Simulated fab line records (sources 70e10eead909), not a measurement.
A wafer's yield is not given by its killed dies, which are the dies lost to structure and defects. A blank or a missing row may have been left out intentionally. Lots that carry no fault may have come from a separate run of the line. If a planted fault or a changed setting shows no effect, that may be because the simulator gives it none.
Chamber matching | flow nandHarc | NHARC_P_M1_DESCUM_14 on rieDiel-02: 4 sister chambers
The step chemistry O2, time 3 s. 18 wafers are shown with their chamber, then 9 later ones without.

WAFERS PAIRED WITH THEIR CHAMBERS
wafer  | chamber | rfVppV (V) | oesProductAu (a.u.) | throttleValvePct (%)
L074.1 | 0       | 58.8       | 1.007               | 11.303
L074.2 | 2       | 58.6       | 1.001               | 11.302
L074.5 | 3       | 58.5       | 1.006               | 11.333
L079.1 | 1       | 55.8       | 0.989               | 11.310
L079.4 | 3       | 59.0       | 1.008               | 11.317
L079.6 | 2       | 58.0       | 1.005               | 11.323
L080.2 | 3       | 58.2       | 1.001               | 11.302
L080.4 | 2       | 58.0       | 0.999               | 11.309
L080.6 | 2       | 58.4       | 0.994               | 11.297
L081.1 | 1       | 58.3       | 0.997               | 11.318
L081.2 | 0       | 58.1       | 0.999               | 11.312
L081.3 | 3       | 56.8       | 1.010               | 11.297
L084.2 | 1       | 57.1       | 1.013               | 11.311
L084.5 | 0       | 57.2       | 1.001               | 11.326
L084.6 | 3       | 57.2       | 1.005               | 11.290
L085.1 | 2       | 58.3       | 1.000               | 11.302
L085.3 | 3       | 57.7       | 1.018               | 11.318
L085.6 | 2       | 58.3       | 0.998               | 11.308

SIGNATURES (means of the wafers above)
reading          | chamber 0 | chamber 1 | chamber 2 | chamber 3 | scatter within a chamber
rfVppV           | 58.033    | 57.067    | 58.267    | 57.900    | 0.76
oesProductAu     | 1.00233   | 0.99967   | 0.99950   | 1.00800   | 0.00635
throttleValvePct | 11.31367  | 11.31300  | 11.30683  | 11.30950  | 0.0119
Rule: distance of a wafer from a chamber = root of the sum over the readings of ((wafer's reading minus chamber's mean) / reading's scatter) squared. If the next closest chamber is less than 2 further off than the closest, the wafer can't be placed; otherwise it belongs to the closest. The scatter is the square root of a quotient: the sum, over the shown wafers, of each reading's squared deviation from its chamber's mean, divided by wafers minus chambers.

WAFERS WHOSE CHAMBER IS MISSING
wafer  | rfVppV (V) | oesProductAu (a.u.) | throttleValvePct (%)
L090.1 | 57.9       | 0.991               | 11.317
L090.4 | 58.5       | 1.007               | 11.315
L090.5 | 57.7       | 0.992               | 11.302
L091.2 | 55.4       | 1.016               | 11.299
L091.4 | 58.9       | 1.018               | 11.304
L091.5 | 57.3       | 1.021               | 11.311
L094.1 | 58.2       | 1.005               | 11.312
L094.2 | 59.4       | 0.988               | 11.330
L094.5 | 57.6       | 0.987               | 11.303

THE CHAMBER EACH PASSED THROUGH
wafer  | from the rows above               | in truth
L090.1 | can't be placed: 2 or 1 or 0 or 3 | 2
L090.4 | can't be placed: 3 or 0 or 2 or 1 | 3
L090.5 | can't be placed: 2 or 1 or 0 or 3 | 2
L091.2 | can't be placed: 1 or 3 or 0 or 2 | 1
L091.4 | can't be placed: 3 or 0 or 2 or 1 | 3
L091.5 | can't be placed: 3 or 0 or 1 or 2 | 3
L094.1 | can't be placed: 0 or 3 or 2 or 1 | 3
L094.2 | can't be placed: 2 or 0 or 1 or 3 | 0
L094.5 | can't be placed: 2 or 1 or 0 or 3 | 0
Correctly placed: 0 of 9. Unplaceable from these rows: 9, with the true chamber sitting among the candidates in 9. Placed wrongly: 0.
